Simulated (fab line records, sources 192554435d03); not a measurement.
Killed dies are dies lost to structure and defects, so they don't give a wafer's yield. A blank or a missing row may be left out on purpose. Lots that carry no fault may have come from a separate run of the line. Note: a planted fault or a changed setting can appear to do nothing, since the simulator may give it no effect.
fab line records	flow n5-finfet
record lots=7	wafers=21
route steps=1938 shown BEOL_M5@1145 BEOL_M7@1280 BEOL_M10@1509 BEOL_M11@1565 BEOL_M13@1710 BEOL_M14@1716
start-h: start of the lot's first displayed wafer, in hours after the record's first day	wait-h: time in hours since the lot's previous step	" the same as in the row above	L1.1+2: one row covering several wafers at once	- no value present, or no start provided	* or withheld: withheld	< > ~ a bound
route shown NAME@n: NAME is a module with steps in the file, n the number in the route of the first one	usual: average and standard deviation across the fault-free wafers	same: alike in all rows	chamber/n: place in a boat	sites: each site's reading	_std_site: standard deviation of those values	_edge_site: the outer-site mean with the inner-site mean subtracted	radius-mm: how far each site lies from the wafer's centre	mask NAME#n: copy n	behind: the last tool/chamber to shape the wafer	hold: why the lot went on hold/how many hours it stayed there/how the hold came to an end	device: the transistor (n, p or np) that didn't switch	end of line: tests of these same wafers at the route's end	a step with no rows: only its recipe	killed: the dies lost at the first sort to structure and to defects; this is not the yield of the wafer	map: per-die view of a wafer (x killed, . not killed, _ where there is no die)
set.NAME: the run value of the setting; set.NAME@STEP: its run value at that earlier step	model.NAME: the simulator's own value behind a step, which no gauge read
lots whose settings were changed on purpose; a table a step, a row a wafer
## steps
# step N5_BEOL_M5_EXPOSE_25
# recipe mask-id=V4	na=0.33	source-shape=quasar	sigma-inner=0.2	sigma-outer=0.6	polarization=unpolarized	defocus-nm=10	dose-mj=52.75
lot.wafer	tool	chamber	start-h	wait-h	mask	set.dose-mj
L080.2+3+6	euv-scanner-02	0	224.88	-	V4#0	52.75
L086.2+5	euv-scanner-01	0	242.55	-	V4#0	52.75
L086.3	"	0	"	"	V4#0	54.23
L084.1+4+5	euv-scanner-01	0	244.97	-	V4#0	54.53
L087.4+5	euv-scanner-02	0	251.04	-	V4#0	52.75
L087.6	"	0	"	"	V4#0	54.96
L088.1+5	euv-scanner-02	0	254.77	-	V4#0	52.75
L088.4	"	0	"	"	V4#0	55.59
L091.1+3+6	euv-scanner-02	0	290.04	-	V4#0	52.75
L096.1	euv-scanner-02	0	307.66	-	V4#0	52.75
L096.5+6	"	0	"	"	V4#0	55.57
# step N5_BEOL_M5_PEB_26
# recipe peb-temp-c=100	peb-time-s=60	resist=CAR-EUV
# step N5_BEOL_M5_DEVELOP_27
# recipe develop-time-s=30	developer=TMAH	resist=CAR-EUV	rinse-liquid=surfactant-rinse	dry=air-spin	dev-temp-c=23
# step N5_BEOL_M5_CD_MEAS_28
# recipe target-cd-nm=30.6	landing-energy-ev=500	detector=se-inlens	target-cd-y-nm=20	polarity=opening
# usual cd-nm=30.50/0.25
lot.wafer	tool	chamber	start-h	wait-h	set.dose-mj@BEOL_M5_EXPOSE_25	cd-nm
L080.2	cd-sem-02	0	225.01	-	52.75	30.48
L080.3	"	0	"	"	52.75	30.48
L080.6	"	0	"	"	52.75	30.04
L086.2	cd-sem-03	0	242.68	-	52.75	30.24
L086.3	"	0	"	"	54.23	31.25
L086.5	"	0	"	"	52.75	30.27
L084.1	cd-sem-02	0	245.10	-	54.53	30.67
L084.4	"	0	"	"	54.53	31.03
L084.5	"	0	"	"	54.53	31.16
L087.4	cd-sem-01	0	251.15	-	52.75	30.56
L087.5	"	0	"	"	52.75	30.60
L087.6	"	0	"	"	54.96	31.04
L088.1	cd-sem-02	0	254.91	-	52.75	30.41
L088.4	"	0	"	"	55.59	31.36
L088.5	"	0	"	"	52.75	30.43
L091.1	cd-sem-03	0	290.18	-	52.75	30.36
L091.3	"	0	"	"	52.75	30.33
L091.6	"	0	"	"	52.75	30.45
L096.1	cd-sem-03	0	307.80	-	52.75	30.61
L096.5	"	0	"	"	55.57	32.30
L096.6	"	0	"	"	55.57	31.70
# step N5_BEOL_M5_DESCUM_33
# recipe chemistry=O2	time-s=7	source-power-w=50	bias-power-w=20	pressure-mtorr=20	rf-frequency-hz=2.712e+07	temp-c=40	resist=CAR-EUV	o2-flow-sccm=225
# step N5_BEOL_M5_ETCH_75
# recipe chemistry=N2/H2	target=underlayer	target-depth-a=65	mask-material=CAR-EUV	time-s=5.2	ion-energy-ev=200	pressure-mtorr=30	source-w=840	bias-w=150	n2-flow-sccm=200	h2-flow-sccm=200	ends=cleared
# step N5_BEOL_M5_ETCH_67
# recipe chemistry=CF4	target=SiARC	target-depth-a=156	mask-material=CAR-EUV	time-s=26	ion-energy-ev=80	pressure-mtorr=40	source-w=545	bias-w=36	Ar_flow_sccm=100	cf4-flow-sccm=100	ends=cleared
lot.wafer	tool	chamber	start-h	wait-h	set.dose-mj@BEOL_M5_EXPOSE_25	model.BEOL_M5.cd-nm
L080.2+3	rie-diel-01	0,3	225.29	0.0	52.75	27.8
L080.6	"	2	"	"	52.75	27.6
L086.2+5	rie-diel-06	0	242.86	0.0	52.75	28
L086.3	"	1	"	"	54.23	28.6
L084.1	rie-diel-01	3	245.53	0.0	54.53	27.8
L084.4	"	0	"	"	54.53	28
L084.5	"	3	"	"	54.53	28.4
L087.4	rie-diel-01	3	251.34	0.0	52.75	27.8
L087.5	"	2	"	"	52.75	27.6
L087.6	"	0	"	"	54.96	28.4
L088.1	rie-diel-06	3	255.08	0.0	52.75	28
L088.4	"	1	"	"	55.59	29
L088.5	"	1	"	"	52.75	27.8
L091.1	rie-diel-06	1	290.36	0.0	52.75	27.6
L091.3+6	"	3,0	"	"	52.75	28
L096.1	rie-diel-05	1	308.00	0.0	52.75	27.8
L096.5	"	0	"	"	55.57	29.8
L096.6	"	1	"	"	55.57	29
# step N5_BEOL_M5_ETCH_68
# recipe chemistry=N2/H2	target=SOC	target-depth-a=800	overetch-a=160	mask-material=SiARC	temp-c=40	time-s=120	ion-energy-ev=200	pressure-mtorr=30	source-w=840	bias-w=150	n2-flow-sccm=200	h2-flow-sccm=200
lot.wafer	tool	chamber	start-h	wait-h	set.dose-mj@BEOL_M5_EXPOSE_25	model.BEOL_M5.cd-nm
L080.2+3	rie-diel-01	0,3	225.32	0.0	52.75	27.8
L080.6	"	2	"	"	52.75	27.6
L086.2+5	rie-diel-06	0	242.88	0.0	52.75	27.8
L086.3	"	1	"	"	54.23	28.8
L084.1	rie-diel-01	3	245.56	0.0	54.53	27.8
L084.4	"	0	"	"	54.53	28
L084.5	"	3	"	"	54.53	28.4
L087.4	rie-diel-01	3	251.39	0.0	52.75	27.8
L087.5	"	2	"	"	52.75	27.6
L087.6	"	0	"	"	54.96	28.6
L088.1	rie-diel-06	3	255.11	0.0	52.75	28
L088.4	"	1	"	"	55.59	29.4
L088.5	"	1	"	"	52.75	28.2
L091.1+3	rie-diel-06	1,3	290.38	0.0	52.75	27.8
L091.6	"	0	"	"	52.75	28
L096.1	rie-diel-05	1	308.02	0.0	52.75	28
L096.5	"	0	"	"	55.57	30
L096.6	"	1	"	"	55.57	29.2
# step N5_BEOL_M5_STRIP_69
# recipe chemistry=N2/H2	temp-c=40	n2-flow-sccm=200	h2-flow-sccm=200	rf-frequency-hz=6e+07
# step N5_BEOL_M5_STRIP_76
# recipe chemistry=N2/H2	temp-c=40	n2-flow-sccm=200	h2-flow-sccm=200	rf-frequency-hz=6e+07
# step N5_BEOL_M5_VIA_ETCH_34
# recipe chemistry=C4F6/O2	target=SiCOH_lowk	target-depth-a=883	mask-material=SOC	taper-deg=4	time-s=39.2	ion-energy-ev=250	pressure-mtorr=30	source-w=345	bias-w=185	Ar_flow_sccm=300	C4F6_flow_sccm=10	O2_flow_sccm=10
lot.wafer	tool	chamber	start-h	wait-h	set.dose-mj@BEOL_M5_EXPOSE_25	model.BEOL_M5.cd-nm
L080.2	rie-diel-01	0	225.42	0.0	52.75	27.8
L080.3	"	3	"	"	52.75	27.6
L080.6	"	2	"	"	52.75	27.4
L086.2+5	rie-diel-06	0	242.98	0.0	52.75	27.8
L086.3	"	1	"	"	54.23	28.8
L084.1	rie-diel-01	3	245.66	0.0	54.53	27.6
L084.4	"	0	"	"	54.53	28
L084.5	"	3	"	"	54.53	28.2
L087.4	rie-diel-01	3	251.47	0.0	52.75	27.8
L087.5	"	2	"	"	52.75	27.6
L087.6	"	0	"	"	54.96	28.6
L088.1	rie-diel-06	3	255.21	0.0	52.75	28
L088.4	"	1	"	"	55.59	29.4
L088.5	"	1	"	"	52.75	28.2
L091.1+3	rie-diel-06	1,3	290.48	0.0	52.75	27.8
L091.6	"	0	"	"	52.75	28
L096.1	rie-diel-05	1	308.13	0.0	52.75	28
L096.5	"	0	"	"	55.57	29.8
L096.6	"	1	"	"	55.57	29
# step N5_BEOL_M7_ETCH_61
# recipe chemistry=CF4	target=SiARC	target-depth-a=455	mask-material=CAR-ArF	time-s=75.8	ion-energy-ev=80	pressure-mtorr=40	source-w=545	bias-w=36	Ar_flow_sccm=100	cf4-flow-sccm=100	ends=cleared
# usual etch-rf-on-time-s=75.6/1.6	rf-vpp-V=184.3/1.1
lot.wafer	tool	chamber	start-h	wait-h	set.source-w	etch-rf-on-time-s	rf-vpp-V
L080.2	rie-diel-06	0	246.40	0.0	491.2	85.9	192.0
L080.3	"	2	"	"	491.2	83.7	190.8
L080.6	"	3	"	"	491.2	80.4	189.6
L086.2	rie-diel-05	1	264.00	0.0	545	73.7	184.1
L086.3	"	2	"	"	450.4	89.1	197.3
L086.5	"	3	"	"	545	76.7	183.7
L084.1	rie-diel-06	3	265.03	0.0	475.1	84.2	191.5
L084.4	"	2	"	"	475.1	88.2	191.4
L084.5	"	2	"	"	545	77.9	183.3
L088.1	rie-diel-06	1	271.13	0.0	545	76.8	185.3
L088.4	"	3	"	"	616.5	65.9	175.7
L088.5	"	3	"	"	545	73.0	182.7
L087.4	rie-diel-05	0	271.51	0.0	617.6	66.1	176.7
L087.5	"	1	"	"	545	73.4	184.4
L087.6	"	2	"	"	545	74.2	184.3
L091.1	rie-diel-05	2	308.57	0.0	545	75.1	184.1
L091.3	"	1	"	"	545	74.0	184.5
L091.6	"	1	"	"	545	73.2	184.7
L096.1	rie-diel-05	2	325.36	0.0	545	76.0	183.3
L096.5	"	2	"	"	477.3	85.2	193.5
L096.6	"	1	"	"	477.3	83.7	193.1
# step N5_BEOL_M10_VIA_ETCH_34
# recipe chemistry=C4F6/O2	target=SiCOH_lowk	target-depth-a=1845	mask-material=SOC	taper-deg=4	time-s=69.2	ion-energy-ev=250	pressure-mtorr=30	source-w=345	bias-w=185	Ar_flow_sccm=300	C4F6_flow_sccm=10	O2_flow_sccm=10
# usual rf-vpp-V=673/12
lot.wafer	tool	chamber	start-h	wait-h	set.bias-w	rf-vpp-V
L080.2	rie-diel-02	2	279.06	0.0	185	657
L080.3	"	1	"	"	185	664
L080.6	"	1	"	"	185	665
L086.2	rie-diel-02	2	291.51	0.0	185	657
L086.3	"	0	"	"	208	739
L086.5	"	0	"	"	185	675
L084.1	rie-diel-03	1	294.50	0.0	185	684
L084.4	"	0	"	"	185	686
L084.5	"	3	"	"	185	658
L088.1	rie-diel-03	0	299.20	0.0	165.5	626
L088.4	"	2	"	"	185	697
L088.5	"	1	"	"	185	683
L087.4	rie-diel-02	0	299.55	0.0	185	677
L087.5	"	1	"	"	185	665
L087.6	"	2	"	"	185	656
L091.1	rie-diel-02	2	333.58	0.0	185	658
L091.3	"	3	"	"	185	679
L091.6	"	2	"	"	185	657
L096.1	rie-diel-02	2	355.30	0.0	185	657
L096.5	"	2	"	"	185	655
L096.6	"	1	"	"	185	664
# step N5_BEOL_M10_ETCH_41
# recipe chemistry=CH3F/O2	target=SiCN	target-depth-a=426	taper-deg=2	time-s=86	ion-energy-ev=120	mask-material=TiN	pressure-mtorr=30	source-w=395	bias-w=75	Ar_flow_sccm=150	CH3F_flow_sccm=30	O2_flow_sccm=20
# usual rf-vpp-V=297.1/1.6
lot.wafer	tool	chamber	start-h	wait-h	set.source-w	rf-vpp-V
L080.2	rie-diel-02	2	-	-	395	295.5
L080.3	"	1	"	"	395	297.5
L080.6	"	1	"	"	395	296.3
L086.2	rie-diel-02	2	-	-	395	295.7
L086.3	"	0	"	"	395	299.2
L086.5	"	0	"	"	395	300.5
L084.1	rie-diel-03	1	-	-	395	296.4
L084.4	"	0	"	"	395	296.7
L084.5	"	3	"	"	414	294.6
L088.1	rie-diel-03	0	-	-	395	294.6
L088.4	"	2	"	"	395	297.1
L088.5	"	1	"	"	324.5	315.4
L087.4	rie-diel-02	0	-	-	395	298.7
L087.5	"	1	"	"	395	297.3
L087.6	"	2	"	"	395	294.9
L091.1	rie-diel-02	2	-	-	395	296.7
L091.3	"	3	"	"	395	298.7
L091.6	"	2	"	"	395	295.6
L096.1	rie-diel-02	2	-	-	395	296.3
L096.5	"	2	"	"	395	295.1
L096.6	"	1	"	"	426	288.1
# step N5_BEOL_M11_EXPOSE_25
# recipe mask-id=V10	na=1.35	source-shape=annular	sigma-inner=0.5	sigma-outer=0.8	polarization=unpolarized	dose-mj=85.5
lot.wafer	tool	chamber	start-h	wait-h	mask	set.dose-mj
L080.2	arfi-scanner-03	0	287.05	-	V10#0	91.15
L080.3+6	"	0	"	"	V10#0	85.5
L086.2+3	arfi-scanner-02	0	298.78	-	V10#0	85.5
L086.5	"	0	"	"	V10#0	82.83
L084.1	arfi-scanner-03	0	301.37	-	V10#0	85.5
L084.4+5	"	0	"	"	V10#0	90.42
L087.4+5	arfi-scanner-02	0	307.35	-	V10#0	85.5
L087.6	"	0	"	"	V10#0	82.2
L088.1	arfi-scanner-01	0	307.50	-	V10#0	89.47
L088.4+5	"	0	"	"	V10#0	85.5
L091.1+3+6	arfi-scanner-03	0	340.25	-	V10#0	85.5
L096.1	arfi-scanner-01	0	364.42	-	V10#0	85.5
L096.5+6	"	0	"	"	V10#0	81.69
# step N5_BEOL_M11_PEB_26
# recipe peb-temp-c=withheld	peb-time-s=60	resist=CAR-ArF
# step N5_BEOL_M11_DEVELOP_27
# recipe develop-time-s=30	developer=TMAH	resist=CAR-ArF	rinse-liquid=diw	dry=air-spin	dev-temp-c=23
# step N5_BEOL_M11_CD_MEAS_28
# recipe target-cd-nm=70	landing-energy-ev=500	detector=se-inlens	polarity=opening
# usual cd-nm=69.8/1.2
lot.wafer	tool	chamber	start-h	wait-h	set.dose-mj@BEOL_M11_EXPOSE_25	cd-nm
L080.2	cd-sem-03	0	287.18	-	91.15	74.4
L080.3	"	0	"	"	85.5	69.7
L080.6	"	0	"	"	85.5	70.7
L086.2	cd-sem-01	0	298.91	-	85.5	69.1
L086.3	"	0	"	"	85.5	68.0
L086.5	"	0	"	"	82.83	65.6
L084.1	cd-sem-01	0	301.50	-	85.5	71.0
L084.4	"	0	"	"	90.42	75.9
L084.5	"	0	"	"	90.42	74.4
L087.4	cd-sem-01	0	307.47	-	85.5	70.5
L087.5	"	0	"	"	85.5	69.9
L087.6	"	0	"	"	82.2	66.5
L088.1	cd-sem-01	0	307.63	-	89.47	73.2
L088.4	"	0	"	"	85.5	69.2
L088.5	"	0	"	"	85.5	69.0
L091.1	cd-sem-01	0	340.38	-	85.5	69.4
L091.3	"	0	"	"	85.5	70.2
L091.6	"	0	"	"	85.5	71.2
L096.1	cd-sem-02	0	364.55	-	85.5	69.1
L096.5	"	0	"	"	81.69	65.7
L096.6	"	0	"	"	81.69	66.1
# step N5_BEOL_M11_VIA_ETCH_34
# recipe chemistry=C4F6/O2	target=SiCOH_lowk	target-depth-a=1845	mask-material=SOC	taper-deg=4	time-s=69.2	ion-energy-ev=250	pressure-mtorr=30	source-w=345	bias-w=185	Ar_flow_sccm=300	C4F6_flow_sccm=10	O2_flow_sccm=10
lot.wafer	tool	chamber	start-h	wait-h	set.time-s	model.etch.depth-nm	model.SOC_of_BEOL_M11_COAT_63.thk-nm
L080.2	rie-diel-05	3	287.47	0.0	56.55	147.4	93.4
L080.3	"	1	"	"	56.55	152.6	93.2
L080.6	"	1	"	"	69.2	186.6	91.6
L086.2	rie-diel-01	0	299.24	0.0	69.2	183.8	92
L086.3	"	2	"	"	69.2	187.9	92
L086.5	"	3	"	"	69.2	185.5	92.2
L084.1	rie-diel-01	2	301.82	0.0	69.2	186	92
L084.4	"	1	"	"	69.2	188.1	91.8
L084.5	"	0	"	"	61.47	160.6	92.8
L087.4	rie-diel-06	2	307.76	0.0	69.2	183	91.6
L087.5	"	3	"	"	77.42	209	91
L087.6	"	2	"	"	69.2	183.8	91.6
L088.1	rie-diel-01	3	307.93	0.0	69.2	182.4	92.4
L088.4	"	1	"	"	69.2	186.4	91.8
L088.5	"	0	"	"	69.2	179.2	92
L091.1	rie-diel-01	2	340.99	0.0	69.2	184.1	91.8
L091.3	"	1	"	"	69.2	188	91.2
L091.6	"	1	"	"	69.2	186.6	91.6
L096.1	rie-diel-01	2	365.01	0.0	62.97	166.7	92.6
L096.5	"	2	"	"	69.2	182.6	92
L096.6	"	1	"	"	62.97	169.7	92.4
# step N5_BEOL_M13_CMP_49
# recipe stop-on=SiOC	t-overpolish-s=17.1	down-force-psi=1	platen-rpm=50	clearing-platen-down-force-psi=1.5	clearing-platen-rpm=50	post-cmp-clean=cu-alkaline	target-thk-nm=420	clearing-platen-pad-velocity-m-s=0.99484	pad-velocity-m-s=0.99484
# usual barrier-field-endpoint-s=30.0/0.78
lot.wafer	tool	chamber	start-h	wait-h	set.down-force-psi	barrier-field-endpoint-s
L080.2	cmp-04	1	303.07	0.2	1.203	24.8
L080.3	"	3	"	"	1.203	24.6
L080.6	"	0	"	"	1	29.2
L086.3	cmp-01	1	311.04	0.2	1	30.3
L086.2	"	3	"	"	1	28.4
L086.5	"	0	"	"	0.7756	37.9
L084.1	cmp-01	1	316.93	0.3	1	30.8
L084.4	"	2	"	"	1	31.6
L084.5	"	0	"	"	1.214	25.4
L087.4	cmp-02	1	322.99	0.1	1	30.8
L087.5	"	1	"	"	1.062	28.0
L087.6	"	2	"	"	1	30.2
L088.4	cmp-04	2	323.27	0.2	1	29.7
L088.1	"	0	"	"	1	30.5
L088.5	"	1	"	"	1.098	26.6
L091.3	cmp-02	0	353.12	0.2	1	29.9
L091.1	"	1	"	"	1	29.6
L091.6	"	1	"	"	1	29.5
L096.1	cmp-01	2	382.06	0.4	1.205	24.9
L096.5	"	3	"	"	1.205	24.5
L096.6	"	0	"	"	1	29.4
# step N5_BEOL_M14_ILD_DEP_00
# recipe material=SiO2	target-thk-a=11193	temp-c=400	precursor=TEOS/O2	pressure-torr=6.5	rf-w=900	teos-flow-sccm=161.4	gas=O2	flow-sccm=2650	time-s=237.4
lot.wafer	tool	chamber	start-h	wait-h	set.time-s	model.SiO2_of_BEOL_M14_ILD_DEP_00.thk-nm
L080.2	pecvd-01	2	303.52	0.0	237.4	1101
L080.3	"	0	"	"	237.4	1097
L080.6	"	2	"	"	237.4	1116
L086.2	pecvd-02	0	311.49	0.0	261.4	1224
L086.3	"	2	"	"	237.4	1087
L086.5	"	0	"	"	237.4	1121
L084.1	pecvd-03	1	317.34	0.0	237.4	1116
L084.4	"	1	"	"	266.9	1276
L084.5	"	2	"	"	237.4	1139
L087.4	pecvd-01	2	323.57	0.1	237.4	1126
L087.5	"	1	"	"	237.4	1140
L087.6	"	0	"	"	237.4	1135
L088.1	pecvd-01	0	323.72	0.0	237.4	1117
L088.4	"	1	"	"	237.4	1139
L088.5	"	2	"	"	237.4	1121
L091.1	pecvd-03	1	353.61	0.0	237.4	1129
L091.3	"	0	"	"	237.4	1110
L091.6	"	2	"	"	237.4	1139
L096.1	pecvd-03	0	382.43	0.0	237.4	1113
L096.5	"	2	"	"	237.4	1139
L096.6	"	1	"	"	237.4	1162
# step N5_BEOL_M14_THK_MEAS_01
# recipe reads=SiO2_of_BEOL_M14_ILD_DEP_00
# usual M14_ILD_THK=1119/16
lot.wafer	tool	chamber	start-h	wait-h	set.time-s@BEOL_M14_ILD_DEP_00	M14_ILD_THK[nm]
L080.2	film-metro-02	-	303.71	0.1	237.4	1100
L080.3	"	-	"	"	237.4	1097
L080.6	"	-	"	"	237.4	1117
L086.2	film-metro-01	-	311.68	0.1	261.4	1223
L086.3	"	-	"	"	237.4	1087
L086.5	"	-	"	"	237.4	1122
L084.1	film-metro-01	-	317.55	0.1	237.4	1115
L084.4	"	-	"	"	266.9	1275
L084.5	"	-	"	"	237.4	1138
L087.4	film-metro-02	-	323.69	0.0	237.4	1126
L087.5	"	-	"	"	237.4	1141
L087.6	"	-	"	"	237.4	1135
L088.1	film-metro-02	-	323.91	0.1	237.4	1117
L088.4	"	-	"	"	237.4	1140
L088.5	"	-	"	"	237.4	1121
L091.1	film-metro-02	-	353.80	0.1	237.4	1129
L091.3	"	-	"	"	237.4	1109
L091.6	"	-	"	"	237.4	1138
L096.1	film-metro-02	-	382.62	0.1	237.4	1113
L096.5	"	-	"	"	237.4	1138
L096.6	"	-	"	"	237.4	1162
# step N5_BEOL_M14_COAT_58
# recipe resist=BARC	temp-c=205	time-s=60	spin-rpm=1500	resist-thk-nm=89
# step N5_BEOL_M14_COAT_04
# recipe spin-rpm=1704	resist-thk-nm=800
# step N5_BEOL_M14_DESCUM_15
# recipe chemistry=O2	time-s=7.9	source-power-w=50	bias-power-w=20	pressure-mtorr=20	rf-frequency-hz=2.712e+07	temp-c=40	o2-flow-sccm=225
# step N5_BEOL_M14_ETCH_59
# recipe chemistry=N2/H2	target=BARC	target-depth-a=890	overetch-a=267	time-s=67.9	ion-energy-ev=200	pressure-mtorr=30	source-w=840	bias-w=150	n2-flow-sccm=200	h2-flow-sccm=200
# step N5_BEOL_M14_VIA_ETCH_16
# recipe chemistry=C4F8/O2/Ar	target=SiO2	he-inner-torr=15	he-outer-torr=30	target-depth-a=12313	time-s=withheld	ion-energy-ev=800	pressure-mtorr=20	source-w=1905	bias-w=2040	Ar_flow_sccm=400	C4F8_flow_sccm=16	O2_flow_sccm=12	ends=cleared
lot.wafer	tool	chamber	start-h	wait-h	set.time-s@BEOL_M14_ILD_DEP_00	model.etch.depth-nm	model.coat_of_BEOL_M14_COAT_04.thk-nm
L080.2	rie-diel-04	2	304.19	0.0	*	1101	451.6
L080.3	"	0	"	"	*	1097	459.4
L080.6	"	0	"	"	*	1116	456.4
L086.2	rie-diel-04	0	312.48	0.0	*	1224	434.6
L086.3	"	2	"	"	*	1087	456.8
L086.5	"	2	"	"	*	1121	448.8
L084.1	rie-diel-02	3	318.04	0.0	*	1116	458
L084.4	"	2	"	"	*	1276	416
L084.5	"	2	"	"	*	1139	451.2
L087.4	rie-diel-03	2	324.53	0.0	*	1126	453
L087.5	"	3	"	"	*	1140	452.6
L087.6	"	2	"	"	*	1135	449.2
L088.1	rie-diel-02	2	324.75	0.0	*	1117	454.2
L088.4	"	2	"	"	*	1139	448.8
L088.5	"	1	"	"	*	1121	454
L091.1	rie-diel-03	1	354.41	0.0	*	1129	450.6
L091.3	"	0	"	"	*	1110	458.4
L091.6	"	0	"	"	*	1139	453.8
L096.1	rie-diel-04	2	383.23	0.0	*	1113	449.8
L096.5	"	2	"	"	*	1139	441.4
L096.6	"	3	"	"	*	1162	446.6
## key
split step=N5_BEOL_M5_EXPOSE_25	setting=dose-mj	stated=52.75	by=wafer
response step=N5_BEOL_M5_CD_MEAS_28	reading=cd-nm	change=+0.208	per=1%	r=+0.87
response step=N5_BEOL_M5_ETCH_67	reading=model.BEOL_M5.cd-nm	change=+0.23	per=1%	r=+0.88
response step=N5_BEOL_M5_ETCH_68	reading=model.BEOL_M5.cd-nm	change=+0.267	per=1%	r=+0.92
response step=N5_BEOL_M5_VIA_ETCH_34	reading=model.BEOL_M5.cd-nm	change=+0.254	per=1%	r=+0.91
split step=N5_BEOL_M7_ETCH_61	setting=source-w	stated=545	by=wafer
response step=N5_BEOL_M7_ETCH_61	reading=etch-rf-on-time-s	change=*	per=1%	r=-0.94
response step=N5_BEOL_M7_ETCH_61	reading=rf-vpp-V	change=-0.692	per=1%	r=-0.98
split step=N5_BEOL_M10_VIA_ETCH_34	setting=bias-w	stated=185	by=wafer
response step=N5_BEOL_M10_VIA_ETCH_34	reading=rf-vpp-V	change=+5.93	per=1%	r=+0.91
split step=N5_BEOL_M10_ETCH_41	setting=source-w	stated=395	by=wafer
response step=N5_BEOL_M10_ETCH_41	reading=rf-vpp-V	change=-1.04	per=1%	r=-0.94
split step=N5_BEOL_M11_EXPOSE_25	setting=dose-mj	stated=85.5	by=wafer
response step=N5_BEOL_M11_CD_MEAS_28	reading=cd-nm	change=+0.76	per=1%	r=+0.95
split step=N5_BEOL_M11_VIA_ETCH_34	setting=time-s	stated=69.2	by=wafer
response step=N5_BEOL_M11_VIA_ETCH_34	reading=model.etch.depth-nm	change=+2.05	per=1%	r=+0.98
response step=N5_BEOL_M11_VIA_ETCH_34	reading=model.SOC_of_BEOL_M11_COAT_63.thk-nm	change=-0.0775	per=1%	r=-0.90
split step=N5_BEOL_M13_CMP_49	setting=down-force-psi	stated=1	by=wafer
response step=N5_BEOL_M13_CMP_49	reading=barrier-field-endpoint-s	change=-0.288	per=1%	r=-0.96
split step=N5_BEOL_M14_ILD_DEP_00	setting=time-s	stated=237.4	by=wafer
response step=N5_BEOL_M14_ILD_DEP_00	reading=model.SiO2_of_BEOL_M14_ILD_DEP_00.thk-nm	change=+11.9	per=1%	r=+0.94
response step=N5_BEOL_M14_THK_MEAS_01	reading=M14_ILD_THK	change=+11.9	per=1%	r=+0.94
response step=N5_BEOL_M14_VIA_ETCH_16	reading=model.etch.depth-nm	change=+11.9	per=1%	r=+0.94
response step=N5_BEOL_M14_VIA_ETCH_16	reading=model.coat_of_BEOL_M14_COAT_04.thk-nm	change=-2.59	per=1%	r=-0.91
